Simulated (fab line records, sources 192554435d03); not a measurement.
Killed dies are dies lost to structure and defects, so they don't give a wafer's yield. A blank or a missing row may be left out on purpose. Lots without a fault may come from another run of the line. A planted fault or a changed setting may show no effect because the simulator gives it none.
fab line records | flow n5_finfet
record lots=6 wafers=16 last_day=17
route steps=1938 shown BEOL_M11@1580 PASSIVATION@1936
lots that met no fault: from a run of the same line without faults
start_h: hours from the record's first day to the start of the lot's first wafer shown | wait_h: hours since the lot's step before | " the same as in the row above | L1.1+2: a row that stands for several wafers | - no value, or no start given | * or withheld: withheld | < > ~ a bound
route shown NAME@n: a module of which the file shows steps, and the number in the route of the first | usual: mean/standard deviation of fault-free wafers | same: alike in all rows | chamber/n: place in a boat | sites: the reading at each site | _std_site: their standard deviation | _edge_site: outer sites' mean less inner sites' | radius_mm: how far each site lies from the wafer's centre | mask NAME#n: copy n | behind: the tool/chamber that last shaped the wafer | hold: why the lot was held/for how many hours/how that ended | device: the transistor (n, p or np) that didn't switch | end of line: the same wafers' tests at the end of the route | a step without rows: its recipe alone | killed: dies lost to structure and defects at the first sort, not the wafer's yield | map: a wafer's dies, x killed, . not, _ none there
set.NAME: the setting as run; set.NAME@STEP: as run at that earlier step | model.NAME: the simulator's own value behind a step, which no gauge read
lots at some steps of the route; a table a step, a row a wafer
services: from which hour (start_h, from the record's first day; less than 0 if before it) a tool's chamber was out of use, for how many hours, and why
## steps
# step N5_BEOL_M11_STRIP_77
# recipe chemistry=N2/H2 time_s=10 power_w=450 temp_c=40 pressure_mtorr=20 rf_frequency_hz=6e+07 bias_power_w=7 n2_flow_sccm=200 h2_flow_sccm=200
# usual drypump_motor_current_A=5.6/0.49 oes_product_au=0.82/0.081 rf_vpp_V=59.2/0.92 showerhead_plenum_p_Torr=2.57/0.11 throttle_valve_pct=23.8/0.32
# columns lot.wafer tool chamber start_h wait_h drypump_motor_current_A oes_product_au rf_hours_counter_h rf_vpp_V showerhead_plenum_p_Torr throttle_valve_pct
L436.1 rie_diel-04 2 - - 6.2 0.82 68 61.4 2.68 23.9
L436.2 " 0 " " 4.8 0.87 36 59.9 2.71 23.3
L436.5 " 0 " " 4.8 0.87 - 59.7 2.71 23.4
L437.1 rie_diel-04 0 - - 4.8 0.86 36 60.7 2.71 23.3
L437.5 " 0 " " 4.8 0.87 - 59.6 2.71 23.4
L437.6 " 2 " " 6.1 0.81 - 59.7 2.68 23.9
L441.1 rie_diel-04 2 - - 6.1 0.82 70 60.4 2.68 23.9
L441.2 " 3 " " 6.2 0.76 153 58.3 2.46 24.3
L441.4 " 3 " " 6.2 0.76 - 56.2 2.46 24.3
L440.2 rie_diel-04 3 - - 6.2 0.76 163 58.1 2.45 24.4
L440.5 " 2 " " 6.1 0.80 - 58.6 2.67 23.9
L440.6 " 1 " " 5.2 0.98 - 57.7 2.49 23.3
L447.3 rie_diel-02 0 - - 5.7 0.68 242 59.7 2.51 23.9
L447.4 " 2 " " 5.8 0.81 82 59.6 2.68 23.9
L449.4 rie_diel-04 1 - - 5.2 0.94 - 59.9 2.48 23.3
L449.6 " 0 " " 4.8 0.84 - 58.8 2.69 23.4
# step N5_BEOL_M11_OCD_MEAS_38
# usual trench_depth_nm=149.8/2.5
# columns lot.wafer tool chamber start_h wait_h trench_depth_nm
L436.1 ocd-02 - 275.72 - 150.1
L436.2 " - " " 151.2
L436.5 " - " " 151.4
L437.1 ocd-01 - 276.19 - 151.9
L437.5 " - " " 151.8
L437.6 " - " " 149.8
L441.1 ocd-02 - 281.11 - 148.7
L441.2 " - " " 147.4
L441.4 " - " " 148.0
L440.2 ocd-01 - 317.68 - 148.3
L440.5 " - " " 147.7
L440.6 " - " " 151.0
L447.3 ocd-01 - 340.59 - 147.6
L447.4 " - " " 148.8
L449.4 ocd-02 - 353.99 - 149.3
L449.6 " - " " 150.7
# step N5_BEOL_M11_HM_STRIP_39
# recipe chemistry=peroxide_tin_strip material=TiN target_depth_a=250 temp_c=50 time_s=158
# step N5_BEOL_M11_SRD_40
# recipe time_s=30 temp_c=23 rinse_liquid=diw dry=ipa_marangoni
# step N5_BEOL_M11_PRECLEAN_42
# recipe chemistry=residue_remover time_s=60 temp_c=40
# step N5_BEOL_M11_SRD_43
# recipe time_s=30 temp_c=23 rinse_liquid=diw dry=ipa_marangoni
# step N5_BEOL_M11_CD_MEAS_35
# recipe target_cd_nm=70 polarity=opening
# usual cd_nm=69.9/0.63
# columns lot.wafer tool chamber start_h wait_h cd_nm
L436.1 cd_sem-03 - 275.88 0.0 69.2
L436.2 " - " " 69.7
L436.5 " - " " 69.5
L437.1 cd_sem-03 - 276.34 0.0 70.1
L437.5 " - " " 69.2
L437.6 " - " " 70.3
L441.1 cd_sem-01 - 281.26 0.0 70.1
L441.2 " - " " 69.7
L441.4 " - " " 70.4
L440.2 cd_sem-03 - 317.83 0.0 69.7
L440.5 " - " " 69.5
L440.6 " - " " 69.3
L447.3 cd_sem-02 - 340.84 0.0 69.6
L447.4 " - " " 70.5
L449.4 cd_sem-02 - 354.15 0.0 70.9
L449.6 " - " " 70.6
# step N5_BEOL_M11_CURE_72
# recipe temp_c=370 time_s=120 ambient=DMADMS/He material=SiCOH_lowk
# usual lamp_power_pct=52.31/0.049 wafer_temp_C_max=371.9/0.47
# columns lot.wafer tool chamber start_h wait_h lamp_power_pct wafer_temp_C_max
L436.1 uv_cure-01 2 275.92 0.0 52.23 372.3
L436.2 " 2 " " 52.34 372.8
L436.5 " 2 " " 52.27 371.9
L437.1 uv_cure-02 2 276.38 0.0 52.40 372.7
L437.5 " 2 " " 52.28 372.3
L437.6 " 2 " " 52.21 371.7
L441.1 uv_cure-02 1 281.31 0.0 52.31 372.4
L441.2 " 1 " " 52.25 372.6
L441.4 " 1 " " 52.32 372.2
L440.2 uv_cure-02 0 318.18 0.3 52.27 371.9
L440.5 " 0 " " 52.26 371.8
L440.6 " 0 " " 52.29 372.4
L447.3 uv_cure-03 0 340.98 0.1 52.32 371.6
L447.4 " 0 " " 52.29 371.9
L449.4 uv_cure-03 2 354.46 0.3 52.39 372.7
L449.6 " 2 " " 52.31 372.8
# step N5_BEOL_M11_DEGAS_44
# recipe ambient=vacuum temp_c=250 time_s=60
# usual heater_power_w=322/24
# columns lot.wafer tool chamber start_h wait_h heater_power_w
L436.1 pvd_sputter-03 - 276.56 0.5 379
L436.2 " - " " 298
L436.5 " - " " 335
L437.1 pvd_sputter-02 - 276.78 0.3 277
L437.5 " - " " 370
L437.6 " - " " 313
L441.1 pvd_sputter-01 - 281.65 0.3 352
L441.2 " - " " 324
L441.4 " - " " 293
L440.2 pvd_sputter-02 - 318.84 0.6 309
L440.5 " - " " 301
L440.6 " - " " 286
L447.3 pvd_sputter-03 - 341.25 0.2 369
L447.4 " - " " 348
L449.4 pvd_sputter-02 - 355.01 0.5 367
L449.6 " - " " 319
# step N5_BEOL_M11_PRE_CLEAN_45
# recipe gas=H2/He time_s=30 temp_c=250
# usual heater_power_w=322/24
# columns lot.wafer tool chamber start_h wait_h heater_power_w
L436.1 pvd_sputter-03 - 276.60 0.0 358
L436.2 " - " " 301
L436.5 " - " " 343
L437.1 pvd_sputter-02 - 276.82 0.0 283
L437.5 " - " " 380
L437.6 " - " " 314
L441.1 pvd_sputter-01 - 281.69 0.0 353
L441.2 " - " " 323
L441.4 " - " " 309
L440.2 pvd_sputter-02 - 318.88 0.0 304
L440.5 " - " " 304
L440.6 " - " " 283
L447.3 pvd_sputter-03 - 341.29 0.0 364
L447.4 " - " " 334
L449.4 pvd_sputter-02 - 355.05 0.0 368
L449.6 " - " " 322
# step N5_BEOL_M11_ALD_74
# recipe material=TaN target_thk_a=20 temp_c=275 ald_precursor_family=PDMAT ald_co_reactant=NH3 pressure_torr=3 carrier_flow_sccm=1500 pulse_time_s=2 purge_time_s=3 co_reactant_purge_time_s=2 co_reactant_pulse_time_s=3 ald_cycles=40 precursor_vessel_temp_c=75 precursor_vessel_pressure_torr=26.25 precursor_vessel_carrier_sccm=1000
# step N5_BEOL_M11_SURFACE_TREAT_76
# recipe gas=Ar time_s=* ion_energy_ev=* ion_current_ma_cm2=0.5 pressure_mtorr=* ar_flow_sccm=30
# usual throttle_valve_pct=*
# columns lot.wafer tool chamber start_h wait_h throttle_valve_pct
L436.1 pvd_sputter-01 - 277.05 0.2 *
L436.2 " - " " *
L436.5 " - " " *
L437.1 pvd_sputter-01 - 277.17 0.2 *
L437.5 " - " " *
L437.6 " - " " *
L441.1 pvd_sputter-01 - 282.21 0.3 *
L441.2 " - " " *
L441.4 " - " " *
L440.2 pvd_sputter-03 - 319.22 0.2 *
L440.5 " - " " *
L440.6 " - " " *
L447.3 pvd_sputter-03 - 343.29 1.6 *
L447.4 " - " " *
L449.4 pvd_sputter-01 - 355.46 0.2 *
L449.6 " - " " *
# step N5_BEOL_M11_CVD_75
# recipe material=Co target_thk_a=20 temp_c=withheld precursor=CCTBA/H2 pressure_torr=30 time_s=138.9
# usual run_length_s=161.7/0.68
# columns lot.wafer tool chamber start_h wait_h run_length_s
L436.1 cvd_co-02 2 277.13 0.1 162.1
L436.2 " 0 " " 162.5
L436.5 " 2 " " 161.7
L437.1 cvd_co-02 2 277.25 0.1 162.0
L437.5 " 2 " " 161.7
L437.6 " 1 " " 161.0
L441.1 cvd_co-01 1 282.27 0.0 162.0
L441.2 " 2 " " 162.2
L441.4 " 0 " " 160.6
L440.2 cvd_co-02 2 319.28 0.0 162.5
L440.5 " 1 " " 160.6
L440.6 " 2 " " 161.7
L447.3 cvd_co-02 1 343.58 0.3 65.0
L447.4 " 0 " " 65.8
L449.4 cvd_co-02 2 355.62 0.1 66.2
L449.6 " 0 " " 162.0
# step N5_BEOL_M11_SPUTTER_48
# recipe material=Cu target_thk_a=120 temp_c=-20 bias_v=60 power_w=26000 chamber_pressure_pa=0.13 time_s=2
# step N5_PASSIVATION_PROBE_49
# usual defect_limited_yield=91.1/1.5 killed_at_M0_to_M3=33/9.9 killed_at_M4_up=14/5.2 killed_at_contacts=12/6.7 killed_at_front_end=43/13 killed_at_other=3.4/2.7 killed_dies=105/17 killed_open=69/13 killed_short=33/7.5 sort_bin_5_function=5.2/0.91 sort_bin_6_memory=3.3/0.71 sort_n_pass=1075/17 sort_yield_pct=91.1/1.5
# same gross_dies=1180 killed_at_back_side=0 sort_bin_4_leakage[%]=0 sort_bin_8_speed[%]=0
# columns lot.wafer tool chamber start_h wait_h defect_limited_yield[%] killed_at_M0_to_M3 killed_at_M4_up killed_at_contacts killed_at_front_end killed_at_other killed_dies killed_open killed_short sort_bin_5_function[%] sort_bin_6_memory[%] sort_n_pass sort_yield_pct[%]
L436.1 prober-01 - 323.65 0.0 90.3 31 11 30 43 0 115 85 30 5.8 3.7 1065 90.3
L436.5 prober-01 - 323.85 0.2 91.1 46 6 15 38 0 105 65 38 5.2 3.5 1075 91.1
L447.3 prober-01 - 384.10 0.9 92.5 33 7 6 41 1 88 59 23 4.3 2.6 1092 92.5
L447.4 prober-01 - 384.15 0.9 93.1 17 16 5 42 2 82 58 23 4.0 2.3 1098 93.1
L449.4 prober-02 - 397.58 0.2 89.7 46 18 6 50 2 122 75 44 5.8 4.4 1058 89.7
L449.6 prober-02 - 397.68 0.3 87.6 42 14 24 65 1 146 88 52 7.5 4.5 1034 87.6
# killed by level:class
L436.1 MOL_CONTACT_COAG:geometric_particle:open=23 BEOL_M2:geometric_particle:open=16 STI_FIN_REVEAL:geometric_particle:open=9 BEOL_M4:geometric_particle:open=9 DUMMY_GATE:geometric_particle:open=7 BEOL_M0_SAQP:geometric_particle:short=7 MOL_CONTACT_COAG:geometric_particle:short=7 FIN_SAQP:geometric_particle:open=5
L436.5 MOL_CONTACT_COAG:geometric_particle:open=11 BEOL_M0_SAQP:geometric_particle:short=11 DUMMY_GATE:geometric_particle:open=10 BEOL_M2:geometric_particle:open=10 BEOL_M0_SAQP:geometric_particle:open=10 FIN_SAQP:geometric_particle:short=9 FIN_SAQP:geometric_particle:open=5 BEOL_M1:geometric_particle:open=5
L447.3 STI_FIN_REVEAL:geometric_particle:open=7 BEOL_M1:geometric_particle:open=7 BEOL_M2:geometric_particle:open=6 FIN_SAQP:geometric_particle:open=5 FIN_SAQP:geometric_particle:short=5 GATE_CUT:geometric_particle:open=5 MOL_CONTACT_COAG:geometric_particle:open=5 BEOL_M0_SAQP:geometric_particle:open=5
L447.4 STI_FIN_REVEAL:geometric_particle:open=7 FIN_SAQP:geometric_particle:open=6 FIN_SAQP:geometric_particle:short=5 GATE_CUT:geometric_particle:short=5 BEOL_M2:geometric_particle:open=5 BEOL_M4:geometric_particle:open=5 BEOL_M0:geometric_particle:open=4 STARTING-WAFER:geometric_particle:open=4
L449.4 FIN_SAQP:geometric_particle:open=15 FIN_SAQP:geometric_particle:short=11 BEOL_M0_SAQP:geometric_particle:open=11 BEOL_M4:geometric_particle:open=10 BEOL_M0_SAQP:geometric_particle:short=9 STI_FIN_REVEAL:geometric_particle:open=8 BEOL_M3:geometric_particle:open=8 MOL_CONTACT_COAG:geometric_particle:open=6
L449.6 FIN_SAQP:geometric_particle:open=24 MOL_CONTACT_COAG:geometric_particle:open=19 FIN_SAQP:geometric_particle:short=17 BEOL_M0_SAQP:geometric_particle:short=13 BEOL_M0_SAQP:geometric_particle:open=10 GATE_CUT:geometric_particle:short=5 MOL_CONTACT_COAG:geometric_particle:short=5 BEOL_M3:geometric_particle:open=5
## services
# columns tool chamber start_h hours kind
rie_diel-02 3 253.47 2.3 repair
cvd_co-01 - 255.69 0.6 repair
uv_cure-03 - 261.69 2.8 repair
rie_diel-04 1 263.33 - clean
rie_diel-04 1 263.33 - consumable_replace:focus_ring
rie_diel-04 1 263.33 21.3 scheduled_down
rie_diel-04 1 263.33 21.3 vent_cycle
uv_cure-01 - 290.49 2.1 pm
cvd_co-02 - 303.82 0.4 repair
pvd_sputter-01 - 312.40 8.6 repair
cvd_co-01 1 333.33 - clean
cvd_co-01 1 333.33 22.0 scheduled_down
cvd_co-01 1 333.33 22.0 vent_cycle
rie_diel-04 3 352.37 5.9 repair
## key
first_sign step=N5_BEOL_M11_CVD_75 reading=run_length_s direction=down sigmas=99+ usual=* struck=*
effect none on later readings
met_at N5_BEOL_M11_CVD_75
struck_wafers L447.3,L447.4,L449.4
onset_between 319.28 343.58
fault kind=process_parameter_drift tool=cvd_co-02 chamber=- onset_h=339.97 steps=N5_BEOL_M11_CVD_75 channel=time_s offset=* shape=step end_h=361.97 scope=struck_wafers_only acts_in=* stated=*
